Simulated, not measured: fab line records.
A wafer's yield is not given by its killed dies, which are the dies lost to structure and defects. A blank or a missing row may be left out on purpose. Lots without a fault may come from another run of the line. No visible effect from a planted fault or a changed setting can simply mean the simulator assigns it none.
Matching of chambers / flow n5-finfet / 4 sister chambers for N5_BEOL_M9_STRIP_19 on rie-diel-01
The step strips in O2. 4 wafers are shown with their chamber, then 8 later ones without.

## WAFERS, EACH WITH ITS CHAMBER
wafer=L080.1; chamber=1; throttle-valve-pct (%)=16.56
wafer=L082.1; chamber=2; throttle-valve-pct (%)=16.95
wafer=L082.5; chamber=0; throttle-valve-pct (%)=16.36
wafer=L086.1; chamber=3; throttle-valve-pct (%)=16.17

## WAFERS MISSING THEIR CHAMBER
wafer=L086.2; throttle-valve-pct (%)=16.57
wafer=L086.4; throttle-valve-pct (%)=16.59
wafer=L087.4; throttle-valve-pct (%)=16.16
wafer=L087.5; throttle-valve-pct (%)=16.37
wafer=L087.6; throttle-valve-pct (%)=16.59
wafer=L097.1; throttle-valve-pct (%)=16.62
wafer=L097.3; throttle-valve-pct (%)=16.53
wafer=L097.5; throttle-valve-pct (%)=16.61

## WHICH CHAMBER EACH WENT THROUGH
wafer=L086.2; from the rows above=1; in truth=1
wafer=L086.4; from the rows above=1; in truth=1
wafer=L087.4; from the rows above=3; in truth=3
wafer=L087.5; from the rows above=0; in truth=0
wafer=L087.6; from the rows above=1; in truth=1
wafer=L097.1; from the rows above=1; in truth=1
wafer=L097.3; from the rows above=1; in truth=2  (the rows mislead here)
wafer=L097.5; from the rows above=1; in truth=1
Correct placement for 7 of the 8. Number that these rows cannot place: 0. 1 placed wrongly.
How it was worked out, from the rows above alone: a wafer's distance from a chamber is the root of the sum, over the readings, of the square of ((its reading less the chamber's mean) divided by the reading's scatter). The wafer belongs to the nearest chamber; if the next one is less than 2 further off, it can't be placed. For every chamber, the mean is computed from those of its wafers that are shown. The scatter: with one shown wafer a chamber, the root of the mean of the squares of how far each hidden wafer lies from its nearest shown one.
